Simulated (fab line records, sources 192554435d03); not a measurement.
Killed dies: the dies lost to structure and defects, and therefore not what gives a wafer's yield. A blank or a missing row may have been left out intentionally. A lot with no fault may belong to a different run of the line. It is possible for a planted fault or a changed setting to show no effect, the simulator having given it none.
fab line records -- flow n5Finfet
record: lots: 7, wafers: 21
route steps=1938 shown BEOL_M0_SAQP@641 BEOL_M0_CUTY@713 BEOL_M0@715 BEOL_M1@790 BEOL_M2@870
startH: start of the lot's first displayed wafer, in hours after the record's first day -- waitH: time in hours since the lot's previous step -- " the same as in the row above -- L1.1+2: one row covering several wafers at once -- - no value present, or no start provided -- * or withheld: withheld -- < > ~ a bound
route shown NAME@n: names a module that has steps shown in the file, with the first one's number in the route -- usual: average and standard deviation across the fault-free wafers -- same: alike in all rows -- chamber/n: place in a boat -- sites: the reading at each site -- _std_site: standard deviation of those values -- _edge_site: outer sites' mean less inner sites' -- radiusMm: how far each site lies from the wafer's centre -- mask NAME#n: copy n -- behind: the tool/chamber that last shaped the wafer -- hold: what put the lot on hold/how long, in hours/how the hold closed -- device: transistor that didn't switch, given as n, p or np -- end of line: the tests these same wafers got at the end of their route -- where a step has no rows: the recipe by itself -- killed: dies lost to structure and defects at the first sort, not the wafer's yield -- map: per-die view of a wafer (x killed, . not killed, _ where there is no die)
set.NAME: the run value of the setting; set.NAME@STEP: its run value at that earlier step -- model.NAME: the simulator's own value behind a step, which no gauge read
one table per step and one row per wafer, for lots whose settings were changed on purpose
== steps ==
step: N5_BEOL_M0_SAQP_COAT_81
recipe: resist: SOC, tempC: 250, timeS: 60, spinRpm: 1500, resistThkNm: 100
lot.wafer,tool,chamber,startH,waitH,set.spinRpm,model.SOC_of_BEOL_M0_SAQP_COAT_81.thkNm
L075.1,lithoTrack-01,0,121.90,0.1,1500,100.2
L075.2,lithoTrack-01,0,121.90,0.1,1500,100
L075.3,lithoTrack-01,0,121.90,0.1,1612,96.6
L076.1,lithoTrack-04,0,123.73,0.1,1500,100.4
L076.4+5,lithoTrack-04,0,123.73,0.1,1500,100
L085.1,lithoTrack-01,0,222.33,0.1,1500,99.6
L085.3,lithoTrack-01,0,222.33,0.1,1500,99.4
L085.6,lithoTrack-01,0,222.33,0.1,1651,94.6
L087.1,lithoTrack-04,0,222.76,0.1,1500,99.8
L087.2+3,lithoTrack-04,0,222.76,0.1,1397,103.6
L089.4,lithoTrack-05,0,252.98,0.0,1500,99.6
L089.5,lithoTrack-05,0,252.98,0.0,1422,102.4
L089.6,lithoTrack-05,0,252.98,0.0,1500,100
L090.1,lithoTrack-01,0,253.03,0.1,1500,100.4
L090.2,lithoTrack-01,0,253.03,0.1,1338,106
L090.5,lithoTrack-01,0,253.03,0.1,1500,100
L091.3,lithoTrack-05,0,253.08,0.1,1500,100
L091.4+5,lithoTrack-05,0,253.08,0.1,1500,99.8
step: N5_BEOL_M0_SAQP_COAT_82
recipe: resist: SiARC, tempC: 220, timeS: 60, spinRpm: 1500, resistThkNm: 30
step: N5_BEOL_M0_SAQP_COAT_08
recipe: resist: CAR-ArF, spinRpm: 1500, resistThkNm: 90
step: N5_BEOL_M0_SAQP_DESCUM_19
recipe: chemistry: O2, timeS: 7.9, sourcePowerW: 50, biasPowerW: 20, pressureMtorr: 20, rfFrequencyHz: 2.712e+07, tempC: 40, resist: CAR-ArF, o2FlowSccm: 225
step: N5_BEOL_M0_SAQP_ETCH_83
recipe: chemistry: CF4, target: SiARC, targetDepthA: 390, maskMaterial: CAR-ArF, timeS: 65, ionEnergyEv: 80, pressureMtorr: 40, sourceW: 545, biasW: 36, Ar_flow_sccm: 100, cf4FlowSccm: 100, ends: cleared
step: N5_BEOL_M0_SAQP_ETCH_84
recipe: chemistry: N2/H2, target: SOC, targetDepthA: 1000, overetchA: 200, maskMaterial: SiARC, tempC: 40, timeS: 150, ionEnergyEv: 200, pressureMtorr: 30, sourceW: 840, biasW: 150, n2FlowSccm: 200, h2FlowSccm: 200
lot.wafer,tool,chamber,startH,waitH,set.spinRpm@BEOL_M0_SAQP_COAT_81,model.etch.depthNm
L075.1,rieDiel-03,2,122.37,0.0,1500,100.2
L075.2,rieDiel-03,0,122.37,0.0,1500,99.91
L075.3,rieDiel-03,3,122.37,0.0,1612,96.59
L076.1,rieDiel-03,0,124.15,0.0,1500,100.4
L076.4,rieDiel-03,1,124.15,0.0,1500,100.1
L076.5,rieDiel-03,1,124.15,0.0,1500,99.99
L085.1,rieDiel-03,2,222.87,0.0,1500,99.52
L085.3,rieDiel-03,1,222.87,0.0,1500,99.37
L085.6,rieDiel-03,2,222.87,0.0,1651,94.68
L087.1,rieDiel-02,3,223.54,0.0,1500,99.89
L087.2,rieDiel-02,2,223.54,0.0,1397,103.5
L087.3,rieDiel-02,1,223.54,0.0,1397,103.6
L089.4,rieDiel-03,0,253.79,0.0,1500,99.6
L089.5,rieDiel-03,2,253.79,0.0,1422,102.5
L089.6,rieDiel-03,1,253.79,0.0,1500,99.91
L090.1,rieDiel-03,2,254.22,0.0,1500,100.5
L090.2,rieDiel-03,1,254.22,0.0,1338,106.1
L090.5,rieDiel-03,1,254.22,0.0,1500,100
L091.3,rieDiel-02,2,254.25,0.0,1500,100.1
L091.4,rieDiel-02,1,254.25,0.0,1500,99.86
L091.5,rieDiel-02,2,254.25,0.0,1500,99.83
step: N5_BEOL_M0_SAQP_STRIP_80
recipe: chemistry: N2/H2, tempC: 40, n2FlowSccm: 200, h2FlowSccm: 200, rfFrequencyHz: 6e+07
step: N5_BEOL_M0_SAQP_HM_OPEN_112
recipe: chemistry: CHF3/O2, target: SiO2, stopOn: a-Si, targetDepthA: 120, overEtchFrac: 1.25, maskMaterial: SOC, timeS: 13.5, pressureMtorr: 30, sourceW: 650, biasW: 170, Ar_flow_sccm: 200, CHF3_flow_sccm: 50, O2_flow_sccm: 5, ionEnergyEv: 200, ends: endPoint
step: N5_BEOL_M0_SAQP_STRIP_113
recipe: chemistry: CHF3/O2, resist: SiARC, rfFrequencyHz: 6e+07
step: N5_BEOL_M0_SAQP_MANDREL_ETCH_20
recipe: targetDepthA: 600, chemistry: HBr/Cl2, target: a-Si, stopOn: SiNx, btTimeS: 10, maskMaterial: SOC, overEtchFrac: 0.5, timeS: 30, pressureMtorr: 10, icpW: 800, biasW: 75, HBr_flow_sccm: 150, Cl2_flow_sccm: 80, ends: endPoint
lot.wafer,tool,chamber,startH,waitH,set.spinRpm@BEOL_M0_SAQP_COAT_81,model.SOC_of_BEOL_M0_SAQP_COAT_81.thkNm
L075.1+2,rieSi-05,"2,3",122.56,0.0,1500,75.8
L075.3,rieSi-05,0,122.56,0.0,1612,72.2
L076.1+5,rieSi-03,"1,0",124.34,0.0,1500,76
L076.4,rieSi-03,1,124.34,0.0,1500,75.8
L085.1+3,rieSi-06,"3,2",223.06,0.0,1500,75.4
L085.6,rieSi-06,0,223.06,0.0,1651,71
L087.1,rieSi-05,2,223.73,0.0,1500,76
L087.2+3,rieSi-05,"3,1",223.73,0.0,1397,80
L089.4,rieSi-03,1,253.93,0.0,1500,75.4
L089.5,rieSi-03,3,253.93,0.0,1422,78.6
L089.6,rieSi-03,0,253.93,0.0,1500,76
L090.1,rieSi-06,0,254.41,0.0,1500,76.4
L090.2,rieSi-06,3,254.41,0.0,1338,81.6
L090.5,rieSi-06,0,254.41,0.0,1500,76
L091.3,rieSi-03,1,254.44,0.0,1500,75.8
L091.4,rieSi-03,3,254.44,0.0,1500,75.6
L091.5,rieSi-03,1,254.44,0.0,1500,75.4
step: N5_BEOL_M0_SAQP_STRIP_86
recipe: chemistry: N2/H2, powerW: 500, tempC: 40, pressureMtorr: 50, rfFrequencyHz: 6e+07, overashFraction: 0.3, biasPowerW: 28, h2Frac: 0.5, n2FlowSccm: 300, h2FlowSccm: 300
step: N5_BEOL_M0_SAQP_STRIP_115
recipe: chemistry: postEtchResidueRemover, timeS: 60, tempC: 25, removerPh: withheld, removerWaterWtPct: withheld, removerFluorideWtPct: withheld
step: N5_BEOL_M0_SAQP_ETCH_101
recipe: chemistry: CH3F/O2, target: SiNx, maskMaterial: SiO2, targetDepthA: 299, timeS: 42.7, pressureMtorr: 30, sourceW: 395, biasW: 73, Ar_flow_sccm: 150, CH3F_flow_sccm: 30, O2_flow_sccm: 20, ionEnergyEv: 120
step: N5_BEOL_M0_SAQP_ETCH_102
recipe: chemistry: CF4, target: SiO2, targetDepthA: 40, ionEnergyEv: 350, timeS: 4.4, pressureMtorr: 10, icpW: 800, biasW: 400, cf4FlowSccm: 80
step: N5_BEOL_M0_SAQP_MANDREL_ETCH_103
recipe: chemistry: HBr/Cl2, target: a-Si, targetDepthA: 450, btTimeS: 10, stopOn: SiCN, maskMaterial: SiO2, overEtchFrac: 0.8, timeS: 27, pressureMtorr: 10, icpW: 800, biasW: 75, HBr_flow_sccm: 150, Cl2_flow_sccm: 80, ends: endPoint
lot.wafer,tool,chamber,startH,waitH,set.timeS@BEOL_M0_SAQP_PECVD_03,model.SiCN_of_BEOL_M0_SAQP_PECVD_03.thkNm
L075.1,rieSi-03,0,124.07,0.0,21.1,8.6
L075.2,rieSi-03,2,124.07,0.0,23.56,10
L075.3,rieSi-03,1,124.07,0.0,21.1,8.8
L076.1,rieSi-05,3,125.98,0.0,21.1,8.6
L076.4,rieSi-05,1,125.98,0.0,21.1,8.8
L076.5,rieSi-05,1,125.98,0.0,21.1,9
L085.1+3+6,rieSi-03,"0,3,1",224.53,0.0,21.1,9
L087.1+2,rieSi-03,"3,1",226.89,0.0,21.1,8.8
L087.3,rieSi-03,0,226.89,0.0,21.1,9.2
L089.4+5,rieSi-05,1,256.22,0.0,21.1,8.8
L089.6,rieSi-05,0,256.22,0.0,23.34,10.2
L090.1,rieSi-06,2,257.47,0.0,21.1,8.8
L090.2,rieSi-06,3,257.47,0.0,21.1,8.6
L090.5,rieSi-06,1,257.47,0.0,21.1,9
L091.3,rieSi-03,0,257.64,0.0,24.15,10.6
L091.4+5,rieSi-03,"1,2",257.64,0.0,24.15,11
step: N5_BEOL_M0_SAQP_SPACER2_ALD_26
recipe: material: SiO2, targetThkA: 150, tempC: 300, aldPrecursorFamily: BDEAS, aldCoReactant: O2-plasma, pulseTimeS: 1, purgeTimeS: 2, coReactantPurgeTimeS: 2, pressureTorr: 2
lot.wafer,tool,chamber,startH,waitH,set.targetThkA,model.SiO2_of_BEOL_M0_SAQP_SPACER2_ALD_26.thkNm
L075.1+2+3,aldSin-01,"2,0,1",124.91,0.1,150,15
L076.1+4+5,aldSin-02,"1,3,1",126.87,0.2,150,15
L085.1+6,aldSin-01,1,229.04,0.1,167,16.6
L085.3,aldSin-01,2,229.04,0.1,150,14.8
L087.1+3,aldSin-01,"0,3",230.34,1.0,150,15
L087.2,aldSin-01,1,230.34,1.0,131.9,13.2
L089.4,aldSin-01,3,259.94,2.9,139.7,14
L089.5+6,aldSin-01,"0,1",259.94,2.9,150,15
L090.1,aldSin-03,3,262.19,3.5,139,13.8
L090.2+5,aldSin-03,1,262.19,3.5,150,15
L091.3+5,aldSin-02,1,262.69,3.8,131.8,13.2
L091.4,aldSin-02,3,262.69,3.8,150,15
step: N5_BEOL_M0_SAQP_SPACER2_ETCHBACK_27
recipe: chemistry: CHF3/O2, mode: anisotropicEtchback, target: SiO2, targetDepthA: 225, timeS: 11.25, pressureMtorr: 30, sourceW: 650, biasW: 170, Ar_flow_sccm: 200, CHF3_flow_sccm: 50, O2_flow_sccm: 5, ionEnergyEv: 200
step: N5_BEOL_M0_SAQP_MANDREL2_REMOVE_110
recipe: chemistry: HBr/Cl2/O2, btTimeS: 10, target: a-Si, stopOn: SiCN, endpoint: OES-SiCl, overEtchFrac: 1, icpW: 600, biasW: 30, HBr_flow_sccm: 150, Cl2_flow_sccm: 80, O2_flow_sccm: 5, pressureMtorr: 10
lot.wafer,tool,chamber,startH,waitH,set.targetThkA@BEOL_M0_SAQP_SPACER2_ALD_26,model.BEOL_M0_SAQP.cdNm
L075.1+2+3,rieSi-06,"2,3,1",125.55,0.1,150,15
L076.1+5,rieSi-03,"3,0",127.52,0.1,150,15
L076.4,rieSi-03,0,127.52,0.1,150,14.8
L085.1+6,rieSi-03,0,229.68,0.1,167,16.6
L085.3,rieSi-03,3,229.68,0.1,150,14.8
L087.1+3,rieSi-03,"0,3",231.01,0.1,150,15
L087.2,rieSi-03,1,231.01,0.1,131.9,13.2
L089.4,rieSi-06,0,260.57,0.1,139.7,14
L089.5,rieSi-06,3,260.57,0.1,150,14.8
L089.6,rieSi-06,0,260.57,0.1,150,15
L090.1,rieSi-06,3,262.83,0.1,139,13.8
L090.2+5,rieSi-06,2,262.83,0.1,150,15
L091.3,rieSi-03,0,263.33,0.1,131.8,13.2
L091.4,rieSi-03,1,263.33,0.1,150,15
L091.5,rieSi-03,1,263.33,0.1,131.8,13
step: N5_BEOL_M0_SAQP_CD_MEAS_29
recipe: targetCdNm: 14.4, landingEnergyEv: 1000, detector: seInlens
usual: cdNm: 14.96/0.21
lot.wafer,tool,chamber,startH,waitH,set.targetThkA@BEOL_M0_SAQP_SPACER2_ALD_26,cdNm
L075.1,cdSem-03,0,125.66,0.1,150,15.04
L075.2,cdSem-03,0,125.66,0.1,150,14.91
L075.3,cdSem-03,0,125.66,0.1,150,15.04
L076.1,cdSem-03,0,127.63,0.1,150,15.15
L076.4,cdSem-03,0,127.63,0.1,150,14.83
L076.5,cdSem-03,0,127.63,0.1,150,14.81
L085.1,cdSem-03,0,229.79,0.1,167,16.43
L085.3,cdSem-03,0,229.79,0.1,150,14.95
L085.6,cdSem-03,0,229.79,0.1,167,16.55
L087.1,cdSem-03,0,231.12,0.1,150,15.13
L087.2,cdSem-03,0,231.12,0.1,131.9,13.44
L087.3,cdSem-03,0,231.12,0.1,150,14.87
L089.4,cdSem-02,0,260.69,0.1,139.7,13.73
L089.5,cdSem-02,0,260.69,0.1,150,14.71
L089.6,cdSem-02,0,260.69,0.1,150,14.91
L090.1,cdSem-01,0,262.94,0.1,139,13.85
L090.2,cdSem-01,0,262.94,0.1,150,14.62
L090.5,cdSem-01,0,262.94,0.1,150,14.78
L091.3,cdSem-01,0,263.44,0.1,131.8,13.15
L091.4,cdSem-01,0,263.44,0.1,150,14.99
L091.5,cdSem-01,0,263.44,0.1,131.8,13.19
step: N5_BEOL_M0_SAQP_COAT_87
recipe: resist: underlayer, tempC: 205, timeS: 60, spinRpm: 1500, resistThkNm: 5
lot.wafer,tool,chamber,startH,waitH,set.tempC
L075.1+3,lithoTrack-05,0,-,-,200.3
L075.2,lithoTrack-05,0,-,-,205
L076.1+4+5,lithoTrack-01,0,-,-,205
L085.1+3+6,lithoTrack-01,0,-,-,205
L087.1+2,lithoTrack-05,0,-,-,210.1
L087.3,lithoTrack-05,0,-,-,205
L089.4,lithoTrack-05,0,-,-,205
L089.5+6,lithoTrack-05,0,-,-,199.3
L090.1+2+5,lithoTrack-05,0,-,-,205
L091.3+4,lithoTrack-01,0,-,-,205
L091.5,lithoTrack-01,0,-,-,213
step: N5_BEOL_M0_SAQP_COAT_34
recipe: resist: CAR-EUV, spinRpm: 1500, resistThkNm: 30
step: N5_BEOL_M0_SAQP_EBR_36
recipe: solvent: PGMEA, ebrWidthMm: 1.5
step: N5_BEOL_M0_CUTY_ETCH_63
recipe: chemistry: N2/H2, target: SOC, targetDepthA: 827, overetchA: 165, maskMaterial: SiARC, tempC: 40, ionEnergyEv: 200, timeS: 124, pressureMtorr: 30, sourceW: 840, biasW: 150, n2FlowSccm: 200, h2FlowSccm: 200
step: N5_BEOL_M0_CUTY_STRIP_64
recipe: chemistry: N2/H2, tempC: 40, n2FlowSccm: 200, h2FlowSccm: 200, rfFrequencyHz: 6e+07
step: N5_BEOL_M0_ETCH_138
recipe: chemistry: CH3F/O2, targetDepthA: 120, target: SiCN, timeS: 31.6, ionEnergyEv: 120, pressureMtorr: 30, sourceW: 395, biasW: 75, Ar_flow_sccm: 150, CH3F_flow_sccm: 30, O2_flow_sccm: 20, ends: cleared
lot.wafer,tool,chamber,startH,waitH,set.targetThkA@BEOL_M0_SAQP_SPACER2_ALD_26,model.SiO2_of_BEOL_M0_SAQP_SPACER2_ALD_26.thkNm
L075.1,rieDiel-06,1,127.92,0.0,150,5.2
L075.2,rieDiel-06,3,127.92,0.0,150,4.8
L075.3,rieDiel-06,2,127.92,0.0,150,5
L076.1+4,rieDiel-04,"2,3",129.66,0.0,150,5.2
L076.5,rieDiel-04,2,129.66,0.0,150,5
L085.1+6,rieDiel-06,"2,3",232.18,0.0,167,6.6
L085.3,rieDiel-06,0,232.18,0.0,150,5
L087.1,rieDiel-06,0,234.34,0.0,150,5.2
L087.2,rieDiel-06,1,234.34,0.0,131.9,3.2
L087.3,rieDiel-06,3,234.34,0.0,150,5
L089.4,rieDiel-06,2,263.83,0.0,139.7,4.2
L089.5,rieDiel-06,0,263.83,0.0,150,5.2
L089.6,rieDiel-06,3,263.83,0.0,150,4.8
L090.1,rieDiel-01,3,265.48,0.0,139,4
L090.2,rieDiel-01,2,265.48,0.0,150,5.2
L090.5,rieDiel-01,1,265.48,0.0,150,5
L091.3+5,rieDiel-06,"1,0",266.03,0.0,131.8,2.8
L091.4,rieDiel-06,0,266.03,0.0,150,5
step: N5_BEOL_M0_HM_OPEN_105
recipe: chemistry: Cl2/BCl3, targetDepthA: 120, target: TiN, ionEnergyEv: 150, pressureMtorr: 10, icpW: 1000, biasW: 126, Cl2_flow_sccm: 53.25, bcl3FlowSccm: 21.75, Ar_flow_sccm: 25
lot.wafer,tool,chamber,startH,waitH,set.targetThkA@BEOL_M0_SAQP_SPACER2_ALD_26,model.SiO2_of_BEOL_M0_SAQP_SPACER2_ALD_26.thkNm
L075.1,rieMetal-01,1,130.16,2.2,150,2.8
L075.2,rieMetal-01,0,130.16,2.2,150,2.4
L075.3,rieMetal-01,1,130.16,2.2,150,2.6
L076.1,rieMetal-03,0,131.75,2.0,150,2.8
L076.4+5,rieMetal-03,"1,0",131.75,2.0,150,2.6
L085.1+6,rieMetal-01,0,232.28,0.1,167,4.2
L085.3,rieMetal-01,1,232.28,0.1,150,2.6
L087.1,rieMetal-02,1,234.60,0.2,150,2.8
L087.2,rieMetal-02,0,234.60,0.2,131.9,1.6
L087.3,rieMetal-02,1,234.60,0.2,150,2.6
L089.4,rieMetal-03,0,265.91,2.0,139.7,2
L089.5,rieMetal-03,1,265.91,2.0,150,2.8
L089.6,rieMetal-03,0,265.91,2.0,150,2.4
L090.1,rieMetal-01,1,265.97,0.4,139,1.8
L090.2+5,rieMetal-01,"0,1",265.97,0.4,150,2.6
L091.3+5,rieMetal-01,"0,1",268.44,2.4,131.8,1.4
L091.4,rieMetal-01,1,268.44,2.4,150,2.6
step: N5_BEOL_M0_DEP_125
recipe: material: SiCN, targetThkA: 80, tempC: withheld, precursor: 3MS/NH3, pressureTorr: 3, rfW: 202, timeS: 14
lot.wafer,tool,chamber,startH,waitH,set.timeS,model.SiCN_of_BEOL_M0_DEP_125.thkNm
L075.1,pecvd-03,0,134.33,0.0,14,7.6
L075.2+3,pecvd-03,"1,2",134.33,0.0,14,7.8
L076.1,pecvd-03,1,136.47,0.0,14,7.8
L076.4+5,pecvd-03,"2,1",136.47,0.0,14,8
L085.1,pecvd-03,1,235.95,0.0,14,8
L085.3,pecvd-03,0,235.95,0.0,14,8.2
L085.6,pecvd-03,2,235.95,0.0,14.99,8.6
L087.1,pecvd-03,1,238.97,0.0,15.37,8.8
L087.2,pecvd-03,2,238.97,0.0,14,8
L087.3,pecvd-03,0,238.97,0.0,15.37,8.6
L089.4+5+6,pecvd-03,"1,0,2",269.66,0.0,14,8
L090.1,pecvd-04,0,270.09,0.0,14,8
L090.2,pecvd-04,2,270.09,0.0,15.35,9
L090.5,pecvd-04,0,270.09,0.0,14,8.4
L091.3,pecvd-03,1,272.03,0.0,15.18,8.8
L091.4,pecvd-03,0,272.03,0.0,14,8
L091.5,pecvd-03,2,272.03,0.0,14,8.2
step: N5_BEOL_M1_ETCH_77
recipe: chemistry: N2/H2, target: underlayer, targetDepthA: 65, maskMaterial: CAR-EUV, timeS: 5.2, ionEnergyEv: 200, pressureMtorr: 30, sourceW: 840, biasW: 150, n2FlowSccm: 200, h2FlowSccm: 200, ends: cleared
usual: etchRfOnTimeS: 5.18/0.092, rfVppV: 523.0/2.7
lot.wafer,tool,chamber,startH,waitH,set.sourceW,etchRfOnTimeS,rfVppV
L075.1,rieDiel-03,0,137.38,0.0,719.6,5.89,556.3
L075.2,rieDiel-03,3,137.38,0.0,840,5.33,525.7
L075.3,rieDiel-03,2,137.38,0.0,840,5.27,519.9
L076.1,rieDiel-05,1,138.97,0.0,840,5.22,523.3
L076.4,rieDiel-05,2,138.97,0.0,840,5.11,523.4
L076.5,rieDiel-05,1,138.97,0.0,840,5.21,524.0
L085.1,rieDiel-02,0,238.28,0.0,840,5.08,526.9
L085.3,rieDiel-02,1,238.28,0.0,840,5.18,522.6
L085.6,rieDiel-02,3,238.28,0.0,840,5.10,522.4
L087.1,rieDiel-02,2,241.02,0.0,914.9,4.77,508.3
L087.2,rieDiel-02,0,241.02,0.0,914.9,4.75,508.9
L087.3,rieDiel-02,1,241.02,0.0,840,5.21,521.4
L089.4,rieDiel-02,3,272.24,0.0,739.4,5.67,543.2
L089.5,rieDiel-02,3,272.24,0.0,739.4,5.72,542.2
L089.6,rieDiel-02,2,272.24,0.0,739.4,5.68,544.5
L090.1,rieDiel-03,3,272.82,0.0,840,5.25,526.2
L090.2,rieDiel-03,2,272.82,0.0,840,5.22,519.7
L090.5,rieDiel-03,2,272.82,0.0,840,5.18,519.7
L091.3,rieDiel-03,1,275.17,0.0,840,5.28,523.2
L091.4,rieDiel-03,3,275.17,0.0,840,5.38,526.2
L091.5,rieDiel-03,1,275.17,0.0,840,5.28,525.6
step: N5_BEOL_M1_TRENCH_ETCH_37
recipe: chemistry: C4F6/O2, targetDepthA: 552.07, target: SiOC, timeS: 29, ionEnergyEv: 250, pressureMtorr: 30, sourceW: 355, biasW: 185, Ar_flow_sccm: 300, C4F6_flow_sccm: 10, O2_flow_sccm: 10
lot.wafer,tool,chamber,startH,waitH,set.timeS,model.BEOL_M1.featureDepthNm,model.etch.depthNm
L075.1,rieDiel-03,0,-,-,29,55.4,55.44
L075.2,rieDiel-03,3,-,-,29,54.6,54.5
L075.3,rieDiel-03,1,-,-,32.72,61.8,61.82
L076.1,rieDiel-02,0,-,-,29,53.6,53.54
L076.4,rieDiel-02,0,-,-,29,54.2,54.15
L076.5,rieDiel-02,1,-,-,29,54.4,54.32
L085.1,rieDiel-03,0,-,-,29,55,54.98
L085.3,rieDiel-03,3,-,-,29,54.6,54.56
L085.6,rieDiel-03,1,-,-,29,54.2,54.21
L087.1,rieDiel-03,1,-,-,26.26,49,48.93
L087.2,rieDiel-03,2,-,-,29,54.4,54.35
L087.3,rieDiel-03,0,-,-,29,54.6,54.54
L089.4,rieDiel-05,3,-,-,29,55.4,55.35
L089.5,rieDiel-05,3,-,-,29,55.2,55.18
L089.6,rieDiel-05,0,-,-,29,54.2,54.18
L090.1,rieDiel-02,2,-,-,25.55,49.2,49.28
L090.2,rieDiel-02,1,-,-,29,54.8,54.85
L090.5,rieDiel-02,2,-,-,29,56,56.05
L091.3,rieDiel-05,1,-,-,29,56,56
L091.4,rieDiel-05,2,-,-,29,56.2,56.15
L091.5,rieDiel-05,0,-,-,29,53.4,53.46
step: N5_BEOL_M1_ETCH_41
recipe: chemistry: CH3F/O2, target: SiCN, targetDepthA: 319, taperDeg: 2, timeS: 57.8, ionEnergyEv: 120, maskMaterial: TiN, pressureMtorr: 30, sourceW: 395, biasW: 75, Ar_flow_sccm: 150, CH3F_flow_sccm: 30, O2_flow_sccm: 20
step: N5_BEOL_M1_STRIP_97
recipe: chemistry: N2/H2, timeS: 10, powerW: 450, tempC: 40, pressureMtorr: 20, rfFrequencyHz: 6e+07, biasPowerW: 7, n2FlowSccm: 200, h2FlowSccm: 200
step: N5_BEOL_M1_OCD_MEAS_38
usual: trenchDepthNm: 55.2/0.88
lot.wafer,tool,chamber,startH,waitH,set.timeS@BEOL_M1_TRENCH_ETCH_37,trenchDepthNm
L075.1,ocd-01,-,139.54,-,29,55.3
L075.2,ocd-01,-,139.54,-,29,54.1
L075.3,ocd-01,-,139.54,-,32.72,61.7
L076.1,ocd-02,-,140.02,-,29,53.4
L076.4,ocd-02,-,140.02,-,29,54.3
L076.5,ocd-02,-,140.02,-,29,54.3
L085.1,ocd-01,-,238.89,-,29,55.0
L085.3,ocd-01,-,238.89,-,29,54.8
L085.6,ocd-01,-,238.89,-,29,53.8
L087.1,ocd-01,-,244.23,-,26.26,48.8
L087.2,ocd-01,-,244.23,-,29,54.2
L087.3,ocd-01,-,244.23,-,29,54.9
L089.4,ocd-01,-,275.15,-,29,55.8
L089.5,ocd-01,-,275.15,-,29,55.7
L089.6,ocd-01,-,275.15,-,29,54.2
L090.1,ocd-02,-,279.44,-,25.55,49.4
L090.2,ocd-02,-,279.44,-,29,55.2
L090.5,ocd-02,-,279.44,-,29,55.4
L091.3,ocd-02,-,279.91,-,29,56.2
L091.4,ocd-02,-,279.91,-,29,56.3
L091.5,ocd-02,-,279.91,-,29,53.3
step: N5_BEOL_M2_COAT_22
recipe: resist: CAR-EUV, spinRpm: 1500, resistThkNm: 30
lot.wafer,tool,chamber,startH,waitH,set.spinRpm,model.CAR-EUV_of_BEOL_M2_COAT_22.thkNm
L075.1+2,lithoTrack-03,0,-,-,1500,30.2
L075.3,lithoTrack-03,0,-,-,1500,30
L076.1+4+5,lithoTrack-03,0,-,-,1500,30
L085.1+6,lithoTrack-01,0,-,-,1394,31
L085.3,lithoTrack-01,0,-,-,1500,29.8
L087.1+2+3,lithoTrack-03,0,-,-,1500,30
L089.4+5+6,lithoTrack-03,0,-,-,1500,30
L090.1+5,lithoTrack-03,0,-,-,1500,30
L090.2,lithoTrack-03,0,-,-,1446,30.4
L091.3+5,lithoTrack-01,0,-,-,1500,30
L091.4,lithoTrack-01,0,-,-,1573,29.2
== key ==
split: step: N5_BEOL_M0_SAQP_COAT_81, setting: spinRpm, stated: 1500, by: wafer
response: step: N5_BEOL_M0_SAQP_COAT_81, reading: model.SOC_of_BEOL_M0_SAQP_COAT_81.thkNm, change: -0.511, per: 1%, r: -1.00
response: step: N5_BEOL_M0_SAQP_ETCH_84, reading: model.etch.depthNm, change: -0.507, per: 1%, r: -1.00
response: step: N5_BEOL_M0_SAQP_MANDREL_ETCH_20, reading: model.SOC_of_BEOL_M0_SAQP_COAT_81.thkNm, change: -0.494, per: 1%, r: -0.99
split: step: N5_BEOL_M0_SAQP_SPACER2_ALD_26, setting: targetThkA, stated: 150, by: wafer
response: step: N5_BEOL_M0_SAQP_SPACER2_ALD_26, reading: model.SiO2_of_BEOL_M0_SAQP_SPACER2_ALD_26.thkNm, change: +0.152, per: 1%, r: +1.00
response: step: N5_BEOL_M0_SAQP_MANDREL2_REMOVE_110, reading: model.BEOL_M0_SAQP.cdNm, change: +0.153, per: 1%, r: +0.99
response: step: N5_BEOL_M0_SAQP_CD_MEAS_29, reading: cdNm, change: +0.138, per: 1%, r: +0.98
response: step: N5_BEOL_M0_ETCH_138, reading: model.SiO2_of_BEOL_M0_SAQP_SPACER2_ALD_26.thkNm, change: +0.156, per: 1%, r: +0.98
response: step: N5_BEOL_M0_HM_OPEN_105, reading: model.SiO2_of_BEOL_M0_SAQP_SPACER2_ALD_26.thkNm, change: +0.107, per: 1%, r: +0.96
split: step: N5_BEOL_M0_SAQP_COAT_87, setting: tempC, stated: 205, by: wafer
response none clear
split: step: N5_BEOL_M0_DEP_125, setting: timeS, stated: 14, by: wafer
response: step: N5_BEOL_M0_DEP_125, reading: model.SiCN_of_BEOL_M0_DEP_125.thkNm, change: +0.0775, per: 1%, r: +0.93
split: step: N5_BEOL_M1_ETCH_77, setting: sourceW, stated: 840, by: wafer
response: step: N5_BEOL_M1_ETCH_77, reading: etchRfOnTimeS, change: *, per: 1%, r: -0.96
response: step: N5_BEOL_M1_ETCH_77, reading: rfVppV, change: -2.09, per: 1%, r: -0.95
split: step: N5_BEOL_M1_TRENCH_ETCH_37, setting: timeS, stated: 29, by: wafer
response: step: N5_BEOL_M1_TRENCH_ETCH_37, reading: model.BEOL_M1.featureDepthNm, change: +0.539, per: 1%, r: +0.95
response: step: N5_BEOL_M1_TRENCH_ETCH_37, reading: model.etch.depthNm, change: +0.54, per: 1%, r: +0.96
response: step: N5_BEOL_M1_OCD_MEAS_38, reading: trenchDepthNm, change: +0.541, per: 1%, r: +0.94
split: step: N5_BEOL_M2_COAT_22, setting: spinRpm, stated: 1500, by: wafer
response: step: N5_BEOL_M2_COAT_22, reading: model.CAR-EUV_of_BEOL_M2_COAT_22.thkNm, change: -0.16, per: 1%, r: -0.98
split outsideThisFile step=N5_BEOL_M0_SAQP_PECVD_03 setting=timeS
split outsideThisFile: this setting was split too, and the file shows its column; the key of that split is in another file
